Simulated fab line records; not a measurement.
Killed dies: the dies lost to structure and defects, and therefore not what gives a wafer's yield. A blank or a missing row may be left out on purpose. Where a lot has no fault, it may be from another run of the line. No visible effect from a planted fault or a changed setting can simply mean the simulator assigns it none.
fab line records    flow n5-finfet
record: lots: 10  wafers: 30  last-day: 16
route steps=1938 shown BEOL_M6@1230 PASSIVATION@1936
lots that met no fault: taken from a fault-free run of the same line
start-h: the number of hours between the record's first day and the start of the first shown wafer of the lot    wait-h: hours elapsed since this lot's preceding step    " identical to the entry in the row above    L1.1+2: a single row standing in for several wafers    - either no value or no given start    * or withheld: withheld    < > ~ a bound
route shown NAME@n: a module of which the file shows steps, and the number in the route of the first    usual: mean/standard deviation of fault-free wafers    same: alike in all rows    chamber/n: place in a boat    sites: readings site by site    _std_site: standard deviation of those values    _edge_site: inner sites' mean taken away from outer sites' mean    radius-mm: for every site, how far away it sits from the centre of the wafer    mask NAME#n: copy n    behind: the most recent tool/chamber to have shaped the wafer    hold: why the lot was held/for how many hours/how that ended    device: the transistor (n, p or np) that didn't switch    end of line: the tests these same wafers got at the end of their route    a step with no rows: only its recipe    killed: count of dies lost to structure and defects at first sort (not the wafer's yield)    map: shows each die of a wafer: x if killed, . if not, _ if none is there
set.NAME: the setting as run; set.NAME@STEP: as run at that earlier step    model.NAME: the simulator's own value behind a step, which no gauge read
steps of the route over a sample of lots; a table a step, a row a wafer
services: from which hour (start-h, from the record's first day; less than 0 if before it) a tool's chamber was out of use, for how many hours, and why
== steps ==
step: N5_BEOL_M6_DESCUM_33
recipe: chemistry: O2  time-s: 7  source-power-w: 50  bias-power-w: 20  pressure-mtorr: 20  rf-frequency-hz: 2.712e+07  temp-c: 40  resist: CAR-EUV  o2-flow-sccm: 225
usual: bias-power-w: 20.00/0.06  drypump-motor-current-A: 5.5/0.45  oes-product-au: 0.77/0.077  rf-vpp-V: 243.3/1.3  showerhead-plenum-p-Torr: 2.12/0.063  throttle-valve-pct: 20.36/0.2
lot.wafer  tool         chamber  start-h  wait-h  bias-power-w  drypump-motor-current-A  oes-product-au  rf-hours-counter-h  rf-vpp-V  showerhead-plenum-p-Torr  throttle-valve-pct
L791.2     rie-diel-04  2        177.15   0.1     19.89         6.0                      0.69            239                 242.0     2.07                      20.37
L791.3     "            1        "        "       19.88         6.0                      0.86            41                  243.6     2.13                      20.58
L791.4     "            3        "        "       20.05         5.9                      0.71            206                 244.1     2.17                      20.43
L793.1     rie-diel-01  2        192.47   0.0     20.00         4.8                      0.71            182                 241.9     2.01                      20.61
L793.3     "            1        "        "       19.97         5.1                      0.68            243                 244.1     2.17                      20.58
L793.4     "            2        "        "       19.98         4.8                      0.71            -                   241.3     2.01                      20.61
L795.1     rie-diel-03  0        195.68   0.4     20.01         5.4                      0.79            110                 245.4     2.20                      20.19
L795.3     "            2        "        "       20.10         5.2                      0.76            174                 242.9     2.08                      20.25
L795.6     "            0        "        "       19.94         5.3                      0.80            -                   245.2     2.20                      20.21
L797.1     rie-diel-03  3        213.65   0.6     20.00         5.9                      0.97            1                   243.9     2.17                      20.20
L797.2     "            2        "        "       20.00         5.2                      0.76            180                 242.6     2.08                      20.24
L797.4     "            0        "        "       20.06         5.3                      0.79            116                 243.4     2.20                      20.22
L798.1     rie-diel-03  3        227.89   0.3     20.00         5.9                      0.96            6                   242.9     2.17                      20.22
L798.2     "            1        "        "       20.02         5.4                      0.75            156                 243.9     2.09                      20.19
L798.3     "            0        "        "       20.03         5.3                      0.79            120                 244.4     2.20                      20.22
L800.1     rie-diel-03  2        251.49   0.0     19.87         5.2                      0.75            192                 243.5     2.08                      20.26
L800.2     "            0        "        "       20.10         5.3                      0.77            127                 245.6     2.20                      20.26
L800.4     "            3        "        "       19.95         5.9                      0.92            14                  243.9     2.16                      20.24
L801.1     rie-diel-01  2        256.65   0.0     20.02         4.8                      0.70            211                 239.9     2.00                      20.65
L801.3     "            3        "        "       20.02         6.1                      0.82            63                  246.0     2.19                      20.12
L801.6     "            0        "        "       19.94         5.9                      0.74            -                   243.7     2.09                      20.46
L807.1     rie-diel-03  2        273.22   0.1     19.87         5.2                      0.74            198                 243.8     2.07                      20.28
L807.3     "            1        "        "       20.05         5.4                      0.73            170                 241.8     2.08                      20.20
L807.5     "            1        "        "       19.99         5.3                      0.73            -                   243.0     2.08                      20.22
L811.2     rie-diel-01  2        301.07   0.3     20.05         4.8                      0.68            229                 242.6     1.99                      20.70
L811.5     "            1        "        "       20.00         5.0                      0.94            -                   244.2     2.16                      20.18
L811.6     "            2        "        "       20.04         4.8                      0.68            -                   240.7     1.99                      20.69
L809.1     rie-diel-03  2        301.13   0.3     19.97         5.2                      0.73            208                 243.2     2.07                      20.29
L809.2     "            3        "        "       19.91         5.9                      0.89            27                  245.0     2.16                      20.28
L809.5     "            3        "        "       19.93         5.9                      0.90            -                   243.5     2.16                      20.26
step: N5_BEOL_M6_ETCH_66
recipe: chemistry: N2/H2  target: SOC  target-depth-a: 800  overetch-a: 160  mask-material: SiARC  temp-c: 40  time-s: 120  ion-energy-ev: 200  pressure-mtorr: 30  source-w: 840  bias-w: 150  n2-flow-sccm: 200  h2-flow-sccm: 200
usual: drypump-motor-current-A: 5.5/0.45  oes-product-au: 0.59/0.056  rf-fwd-power-W: 835.7/2.6  rf-vpp-V: 524.4/2.3  showerhead-plenum-p-Torr: 2.56/0.075  throttle-valve-pct: 17.69/0.21
lot.wafer  tool         chamber  start-h  wait-h  drypump-motor-current-A  oes-product-au  rf-fwd-power-W  rf-hours-counter-h  rf-vpp-V  showerhead-plenum-p-Torr  throttle-valve-pct
L791.2     rie-diel-04  2        177.23   0.0     6.1                      0.53            834.0           240                 521.3     2.50                      17.62
L791.3     "            1        "        "       6.0                      0.65            833.4           41                  527.3     2.60                      17.87
L791.4     "            3        "        "       6.0                      0.55            833.0           206                 527.9     2.61                      17.73
L793.1     rie-diel-01  2        192.55   0.0     4.8                      0.56            832.0           182                 520.4     2.43                      18.01
L793.3     "            1        "        "       5.1                      0.53            831.0           243                 526.0     2.62                      17.87
L793.4     "            2        "        "       4.8                      0.55            834.9           -                   522.7     2.43                      17.98
L795.1     rie-diel-03  0        195.76   0.0     5.4                      0.61            836.5           110                 527.0     2.66                      17.44
L795.3     "            2        "        "       5.2                      0.59            835.5           174                 524.6     2.52                      17.57
L795.6     "            0        "        "       5.4                      0.61            838.1           -                   527.8     2.66                      17.45
L797.1     rie-diel-03  3        213.73   0.0     5.9                      0.74            836.7           1                   525.3     2.61                      17.47
L797.2     "            2        "        "       5.2                      0.58            836.8           180                 522.6     2.52                      17.57
L797.4     "            0        "        "       5.3                      0.61            835.1           116                 527.9     2.65                      17.47
L798.1     rie-diel-03  3        227.97   0.0     5.9                      0.72            837.7           6                   525.3     2.61                      17.48
L798.2     "            1        "        "       5.4                      0.58            838.7           156                 524.0     2.55                      17.66
L798.3     "            0        "        "       5.3                      0.61            834.2           120                 526.1     2.65                      17.48
L800.1     rie-diel-03  2        251.57   0.0     5.2                      0.58            838.5           192                 522.8     2.51                      17.59
L800.2     "            0        "        "       5.3                      0.59            836.0           127                 525.9     2.65                      17.49
L800.4     "            3        "        "       5.9                      0.70            833.3           14                  525.1     2.60                      17.49
L801.1     rie-diel-01  2        256.73   0.0     4.8                      0.54            833.7           211                 519.6     2.42                      18.06
L801.3     "            3        "        "       6.1                      0.61            838.7           63                  527.1     2.67                      17.50
L801.6     "            0        "        "       5.8                      0.56            834.9           -                   523.7     2.52                      17.73
L807.1     rie-diel-03  2        273.30   0.0     5.2                      0.58            1035.4          198                 486.0     2.51                      17.59
L807.3     "            1        "        "       5.4                      0.57            1034.9          170                 486.3     2.54                      17.68
L807.5     "            1        "        "       5.4                      0.57            1041.3          -                   487.1     2.54                      17.69
L811.2     rie-diel-01  2        301.15   0.0     4.8                      0.53            834.5           229                 520.0     2.42                      18.08
L811.5     "            1        "        "       5.1                      0.73            834.1           -                   526.4     2.61                      17.46
L811.6     "            2        "        "       4.8                      0.53            833.5           -                   520.4     2.42                      18.07
L809.1     rie-diel-03  2        301.21   0.0     5.2                      0.56            1039.5          208                 486.8     2.50                      17.62
L809.2     "            3        "        "       5.9                      0.67            1034.8          27                  489.7     2.60                      17.52
L809.5     "            3        "        "       5.9                      0.67            1038.0          -                   489.0     2.60                      17.52
step: N5_BEOL_M6_STRIP_80
recipe: chemistry: N2/H2  time-s: 10  power-w: 450  temp-c: 40  pressure-mtorr: 20  rf-frequency-hz: 6e+07  bias-power-w: 7  n2-flow-sccm: 200  h2-flow-sccm: 200
usual: bias-power-w: 7.002/0.02  drypump-motor-current-A: 5.5/0.45  oes-product-au: 0.77/0.077  rf-vpp-V: 59.3/0.85  showerhead-plenum-p-Torr: 2.55/0.075  throttle-valve-pct: 23.45/0.26
lot.wafer  tool         chamber  start-h  wait-h  bias-power-w  drypump-motor-current-A  oes-product-au  rf-hours-counter-h  rf-vpp-V  showerhead-plenum-p-Torr  throttle-valve-pct
L791.2     rie-diel-04  2        -        -       6.981         6.1                      0.69            240                 60.0      2.50                      23.23
L791.3     "            1        "        "       6.985         6.1                      0.85            41                  60.1      2.59                      23.70
L791.4     "            3        "        "       7.000         5.9                      0.71            207                 59.1      2.61                      23.42
L793.1     rie-diel-01  2        -        -       6.991         4.8                      0.72            182                 58.7      2.43                      23.90
L793.3     "            1        "        "       6.956         5.1                      0.68            243                 61.0      2.62                      23.66
L793.4     "            2        "        "       6.983         4.8                      0.71            -                   59.0      2.43                      23.92
L795.1     rie-diel-03  0        -        -       6.999         5.3                      0.81            110                 60.1      2.65                      23.10
L795.3     "            2        "        "       7.013         5.2                      0.77            174                 58.5      2.51                      23.27
L795.6     "            0        "        "       6.990         5.4                      0.80            -                   59.3      2.65                      23.10
L797.1     rie-diel-03  3        -        -       6.978         6.0                      0.98            1                   60.0      2.60                      23.38
L797.2     "            2        "        "       7.026         5.2                      0.76            180                 59.6      2.51                      23.28
L797.4     "            0        "        "       7.010         5.3                      0.79            116                 58.6      2.65                      23.13
L798.1     rie-diel-03  3        -        -       6.969         5.9                      0.95            6                   57.9      2.60                      23.36
L798.2     "            1        "        "       6.975         5.4                      0.75            156                 58.4      2.55                      23.44
L798.3     "            0        "        "       7.006         5.3                      0.78            120                 58.7      2.65                      23.10
L800.1     rie-diel-03  2        -        -       7.030         5.2                      0.74            192                 58.9      2.51                      23.30
L800.2     "            0        "        "       6.990         5.3                      0.78            128                 59.2      2.65                      23.12
L800.4     "            3        "        "       7.001         6.0                      0.92            14                  59.1      2.60                      23.39
L801.1     rie-diel-01  2        -        -       6.970         4.8                      0.70            211                 57.1      2.42                      23.94
L801.3     "            3        "        "       7.007         6.1                      0.82            63                  59.4      2.67                      23.19
L801.6     "            0        "        "       7.015         5.8                      0.75            -                   60.9      2.51                      23.51
L807.1     rie-diel-03  2        -        -       7.027         5.2                      0.74            199                 60.0      2.50                      23.30
L807.3     "            1        "        "       7.005         5.4                      0.73            170                 60.1      2.54                      23.48
L807.5     "            1        "        "       6.969         5.4                      0.73            -                   58.9      2.54                      23.46
L811.2     rie-diel-01  2        -        -       7.003         4.8                      0.68            229                 58.2      2.41                      23.96
L811.5     "            1        "        "       7.017         5.0                      0.95            -                   59.3      2.61                      23.31
L811.6     "            2        "        "       6.999         4.8                      0.68            -                   59.6      2.41                      23.97
L809.1     rie-diel-03  2        -        -       7.007         5.2                      0.74            208                 58.6      2.50                      23.31
L809.2     "            3        "        "       6.995         5.9                      0.89            27                  59.6      2.59                      23.41
L809.5     "            3        "        "       7.010         5.9                      0.90            -                   58.0      2.59                      23.40
step: N5_BEOL_M6_OCD_MEAS_38
usual: trench-depth-nm: 94.3/1.4
lot.wafer  tool    chamber  start-h  wait-h  trench-depth-nm
L791.2     ocd-01  -        177.57   -       92.9
L791.3     "       -        "        "       94.2
L791.4     "       -        "        "       92.3
L793.1     ocd-02  -        192.90   -       94.6
L793.3     "       -        "        "       95.0
L793.4     "       -        "        "       95.4
L795.1     ocd-02  -        196.11   -       94.3
L795.3     "       -        "        "       94.1
L795.6     "       -        "        "       93.8
L797.1     ocd-02  -        214.07   -       95.3
L797.2     "       -        "        "       95.6
L797.4     "       -        "        "       93.7
L798.1     ocd-01  -        228.32   -       95.9
L798.2     "       -        "        "       92.3
L798.3     "       -        "        "       92.1
L800.1     ocd-01  -        251.92   -       94.8
L800.2     "       -        "        "       93.5
L800.4     "       -        "        "       95.1
L801.1     ocd-01  -        257.08   -       95.2
L801.3     "       -        "        "       95.5
L801.6     "       -        "        "       94.3
L807.1     ocd-02  -        273.64   -       94.9
L807.3     "       -        "        "       91.8
L807.5     "       -        "        "       91.7
L811.2     ocd-01  -        301.50   -       94.6
L811.5     "       -        "        "       96.8
L811.6     "       -        "        "       95.3
L809.1     ocd-02  -        301.56   -       94.7
L809.2     "       -        "        "       96.1
L809.5     "       -        "        "       96.6
step: N5_PASSIVATION_PROBE_49
usual: defect-limited-yield: 91.4/1.4  killed_at_M0_to_M3: 31/10  killed_at_M4_up: 14/5.6  killed-at-contacts: 13/6.3  killed-at-front-end: 39/10  killed-at-other: 4/3.1  killed-dies: 101/16  killed-open: 65/13  killed-short: 34/7.2  sort_bin_5_function: 5.1/0.88  sort_bin_6_memory: 3.2/0.66  sort_bin_8_speed: 0.00/0.007  sort-n-pass: 1079/16  sort-yield-pct: 91.4/1.4
same: gross-dies: 1180  killed-at-back-side: 0  sort_bin_4_leakage[%]: 0
lot.wafer  tool       chamber  start-h  wait-h  defect-limited-yield[%]  killed_at_M0_to_M3  killed_at_M4_up  killed-at-contacts  killed-at-front-end  killed-at-other  killed-dies  killed-open  killed-short  sort_bin_5_function[%]  sort_bin_6_memory[%]  sort_bin_8_speed[%]  sort-n-pass  sort-yield-pct[%]
L798.1     prober-01  -        316.07   0.0     90.8                     45                  9                22                  29                   3                108          71           37            5.6                     3.1                   0                    1072         90.8
L798.2     prober-01  -        316.12   0.1     91.6                     37                  10               14                  34                   4                99           63           35            5.1                     3.1                   0                    1081         91.6
L798.3     prober-01  -        316.17   0.1     93.1                     31                  3                5                   37                   5                81           46           35            4.2                     2.6                   0                    1099         93.1
killed by level:class
L798.1 MOL_CONTACT_COAG:geometric-particle:open=16 BEOL_M1:geometric-particle:open=10 BEOL_M0_SAQP:geometric-particle:short=8 BEOL_M3:geometric-particle:open=8 STI_FIN_REVEAL:geometric-particle:open=7 BEOL_M0_SAQP:geometric-particle:open=7 MOL_CONTACT_COAG:geometric-particle:short=6 GATE_CUT:geometric-particle:short=5
L798.2 MOL_CONTACT_COAG:geometric-particle:open=14 BEOL_M0_SAQP:geometric-particle:short=10 BEOL_M0_SAQP:geometric-particle:open=7 STI_FIN_REVEAL:geometric-particle:open=6 BEOL_M3:geometric-particle:open=6 BEOL_M4:geometric-particle:open=5 FIN_SAQP:geometric-particle:open=4 FIN_SAQP:geometric-particle:short=4
L798.3 BEOL_M0_SAQP:geometric-particle:open=9 STI_FIN_REVEAL:geometric-particle:short=8 STI_FIN_REVEAL:geometric-particle:open=8 BEOL_M0_SAQP:geometric-particle:short=6 BEOL_M3:geometric-particle:open=6 GATE_CUT:geometric-particle:short=5 BEOL_M1:geometric-particle:open=5 FIN_SAQP:geometric-particle:open=3
== services ==
tool         chamber  start-h  hours  kind
rie-diel-04  1        161.52   5.3    repair
rie-diel-03  3        180.27   -      clean
rie-diel-03  3        180.27   -      consumable-replace:focus-ring
rie-diel-03  3        180.27   28.1   scheduled-down
rie-diel-03  3        180.27   28.1   vent-cycle
rie-diel-01  3        191.98   14.3   repair
rie-diel-04  2        210.28   -      clean
rie-diel-04  2        210.28   -      consumable-replace:focus-ring
rie-diel-04  2        210.28   22.0   scheduled-down
rie-diel-04  2        210.28   22.0   vent-cycle
rie-diel-03  -        211.67   1.7    repair
rie-diel-01  1        257.44   -      clean
rie-diel-01  1        257.44   -      consumable-replace:focus-ring
rie-diel-01  1        257.44   24.3   scheduled-down
rie-diel-01  1        257.44   24.3   vent-cycle
rie-diel-04  1        287.30   4.7    repair
rie-diel-03  3        291.56   6.8    repair
rie-diel-04  3        292.69   -      clean
rie-diel-04  3        292.69   -      consumable-replace:focus-ring
rie-diel-04  3        292.69   16.7   scheduled-down
rie-diel-04  3        292.69   16.7   vent-cycle
rie-diel-03  -        293.56   1.1    repair
rie-diel-03  0        296.71   5.3    repair
== key ==
first-sign: step: N5_BEOL_M6_ETCH_66  reading: rf-fwd-power-W  direction: up  sigmas: 77  usual: *  struck: *
effect: step: N5_BEOL_M6_ETCH_66  reading: rf-vpp-V  direction: down  sigmas: 16  usual: 524.4  struck: 487.5
met-at N5_BEOL_M6_ETCH_66
struck-lots L807,L809
not-acting-at N5_BEOL_M6_DESCUM_33,N5_BEOL_M6_STRIP_80,N5_BEOL_M6_OCD_MEAS_38
onset-between 251.57 273.30
fault: kind: process-parameter-drift  tool: rie-diel-03  chamber: -  onset-h: 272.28  steps: N5_BEOL_M6_ETCH_66  channel: source-w  offset: 201.6  shape: step  end-h: 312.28  acts-in: these-recipes-only  stated: 840
